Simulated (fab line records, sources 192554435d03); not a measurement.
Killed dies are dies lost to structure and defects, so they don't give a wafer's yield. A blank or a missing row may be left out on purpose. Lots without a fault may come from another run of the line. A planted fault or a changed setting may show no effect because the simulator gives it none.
Which tool did it? | flow n5_finfet | 11 lots, 33 wafers sampled, at 4 steps of a route of 1938

WHAT THE GAUGES READ, wafer by wafer
N5_BEOL_M12_INSPECT_55: inspects for defects (darkfield). Usual: raw_defect_count 80, standard deviation 28.
lot  | measured     | on                | raw_defect_count | flag
L463 | day 11 13:43 | defect_inspect-01 | 79 75 68         |
L467 | day 11 23:47 | defect_inspect-01 | 45 38 38         |
L466 | day 12 00:02 | defect_inspect-02 | 53 70 65         |
L468 | day 12 00:34 | defect_inspect-02 | 101 91 77        |
L471 | day 13 08:31 | defect_inspect-02 | 84 75 135        |
L474 | day 14 00:38 | defect_inspect-01 | 46 59 60         |
L477 | day 14 08:04 | defect_inspect-01 | 82 86 88         |
L476 | day 14 08:25 | defect_inspect-02 | 170 120 136      |
L475 | day 14 16:11 | defect_inspect-01 | 96 84 91         |
L479 | day 14 16:22 | defect_inspect-02 | 105 96 58        |
L483 | day 16 02:58 | defect_inspect-01 | 105 56 64        |

N5_BEOL_M13_CD_MEAS_17: target cd 190 nm. Usual: cd_nm 190.6 nm, standard deviation 1.2.
lot  | measured     | on        | cd_nm (nm)        | flag
L463 | day 11 14:54 | cd_sem-03 | 191.0 191.2 189.9 |
L467 | day 12 00:53 | cd_sem-01 | 191.2 191.3 192.3 |
L466 | day 12 01:12 | cd_sem-03 | 192.5 190.1 190.2 |
L468 | day 12 01:47 | cd_sem-01 | 191.8 192.1 192.5 |
L471 | day 13 09:37 | cd_sem-03 | 191.0 190.8 191.5 |
L474 | day 14 01:47 | cd_sem-03 | 190.6 191.0 191.5 |
L477 | day 14 09:13 | cd_sem-01 | 192.8 191.2 191.4 |
L476 | day 14 09:38 | cd_sem-01 | 189.6 189.7 190.4 |
L475 | day 14 17:40 | cd_sem-03 | 189.3 188.8 189.9 |
L479 | day 14 18:04 | cd_sem-03 | 189.8 190.8 191.5 |
L483 | day 16 04:04 | cd_sem-03 | 191.2 189.9 190.4 |

WHICH TOOL RAN EACH LOT (tool, then ch and the chambers of the sampled wafers, then the start)
lot  | N5_BEOL_M13_VIA_ETCH_16            | N5_BEOL_M13_STRIP_71
L463 | rie_diel-06 ch 0,1, day 11 14:27   | wet_bench-05 ch 1,2,3, day 11 14:50
L467 | rie_diel-06 ch 0,2,3, day 12 00:26 | wet_bench-01 ch 0,2,3, day 12 00:49
L466 | rie_diel-04 ch 0,2,3, day 12 00:45 | wet_bench-05 ch 0,6,7, day 12 01:08
L468 | rie_diel-06 ch 0,1,3, day 12 01:17 | wet_bench-05 ch 0,3,6, day 12 01:44
L471 | rie_diel-02 ch 0,1,2, day 13 09:11 | wet_bench-05 ch 0,3,4, day 13 09:34
L474 | rie_diel-06 ch 1,2, day 14 01:18   | wet_bench-01 ch 1,2,7, day 14 01:41
L477 | rie_diel-06 ch 1,2,3, day 14 08:46 | wet_bench-01 ch 2,3,4, day 14 09:08
L476 | rie_diel-06 ch 0,2,3, day 14 09:12 | wet_bench-06 ch 1,2,4, day 14 09:35
L475 | rie_diel-06 ch 1,2,3, day 14 17:13 | wet_bench-05 ch 1,4,7, day 14 17:36
L479 | rie_diel-02 ch 0,2,3, day 14 17:35 | wet_bench-05 ch 0,3,5, day 14 18:01
L483 | rie_diel-02 ch 1,2, day 16 03:38   | wet_bench-06 ch 0,2,6, day 16 04:01
- N5_BEOL_M13_VIA_ETCH_16: etches SiOC in C4F8/O2/Ar, target depth 921.7 nm.
- N5_BEOL_M13_STRIP_71: strips in post etch residue remover, time 60 s.

WHAT THE TOOLS THEMSELVES READ (means of the sampled wafers that have a number; where no wafer has one, the mark that the record gives instead)
N5_BEOL_M13_VIA_ETCH_16. Usual: drypump_motor_current_A 5.87 A, standard deviation 0.24; oes_product_au 0.73 a.u., standard deviation 0.089; rf_vpp_V 665.7 V, standard deviation 2.7; showerhead_plenum_p_Torr 3.43 Torr, standard deviation 0.092; throttle_valve_pct 24.25 %, standard deviation 0.24.
lot  | tool        | drypump_motor_current_A (A) | oes_product_au (a.u.) | rf_vpp_V (V) | showerhead_plenum_p_Torr (Torr) | throttle_valve_pct (%) | flag
L463 | rie_diel-06 | 5.90                        | 0.87                  | 667.3        | 3.49                            | 24.09                  |
L467 | rie_diel-06 | 5.93                        | 0.73                  | 666.1        | 3.44                            | 24.33                  |
L466 | rie_diel-04 | 5.71                        | 0.70                  | 665.7        | 3.41                            | 24.17                  |
L468 | rie_diel-06 | 5.98                        | 0.80                  | 666.2        | 3.43                            | 24.15                  |
L471 | rie_diel-02 | 5.76                        | 0.64                  | 663.4        | 3.34                            | 24.36                  |
L474 | rie_diel-06 | 5.90                        | 0.76                  | 667.9        | 3.49                            | 24.05                  |
L477 | rie_diel-06 | 5.97                        | 0.70                  | 666.0        | 3.43                            | 24.22                  |
L476 | rie_diel-06 | 5.94                        | 0.70                  | 665.6        | 3.43                            | 24.36                  |
L475 | rie_diel-06 | 5.95                        | 0.71                  | 665.2        | 3.43                            | 24.23                  |
L479 | rie_diel-02 | 5.66                        | 0.71                  | 664.8        | 3.37                            | 24.21                  |
L483 | rie_diel-02 | 5.71                        | 0.76                  | 663.1        | 3.32                            | 24.18                  |

N5_BEOL_M13_STRIP_71. Usual: run_length_s 69 s, standard deviation 3.1; temp_c 25.01 C, standard deviation 0.11.
lot  | tool         | run_length_s (s) | temp_c (C) | flag
L463 | wet_bench-05 | 67               | 25.00      |
L467 | wet_bench-01 | 66               | 24.99      |
L466 | wet_bench-05 | 67               | 24.95      |
L468 | wet_bench-05 | 73               | 24.85      |
L471 | wet_bench-05 | 72               | 25.01      |
L474 | wet_bench-01 | 73               | 25.00      |
L477 | wet_bench-01 | 67               | 25.04      |
L476 | wet_bench-06 | 67               | 25.01      |
L475 | wet_bench-05 | -                | -          | OFF
L479 | wet_bench-05 | -                | -          | OFF
L483 | wet_bench-06 | 67               | 24.94      |

THE ANSWER, worked out from the rows above alone
Rule: a lot is off if the mean of its wafers that have a number lies more than 3 standard deviations from the usual mean. A lot without any number at a reading at which 4 lots or more have one is off too. The other lots that the step has rows for count as sound. The gauges are gone through in route order, then the tools' own readings, and for those a lot's mean is taken as printed above. The first step at which some lot is off is used, and at that step the reading that is off furthest; a lot without a number counts as furthest.
Off: L475, L479, at N5_BEOL_M13_STRIP_71 (run_length_s). Without a number there: L475, L479.
A tool fits if, at that step or a process step before it, it ran every lot that is off, and no sound lot after the first of them. One fits: wet_bench-05 at N5_BEOL_M13_STRIP_71. Its last sound lot is L471 (day 13 09:34), its first lot that is off L475 (day 14 17:36): a fault that began between those two fits.
Blank at N5_BEOL_M13_STRIP_71 on the lots that are off, where sound lots have numbers: run_length_s, temp_c.

WHAT THE SIMULATOR HAD PUT IN
Skipped step whole: wet_bench-05, from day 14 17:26 on, at N5_BEOL_M13_STRIP_71. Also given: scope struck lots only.
Lots struck among those shown: L475, L479. The rule above found the same.
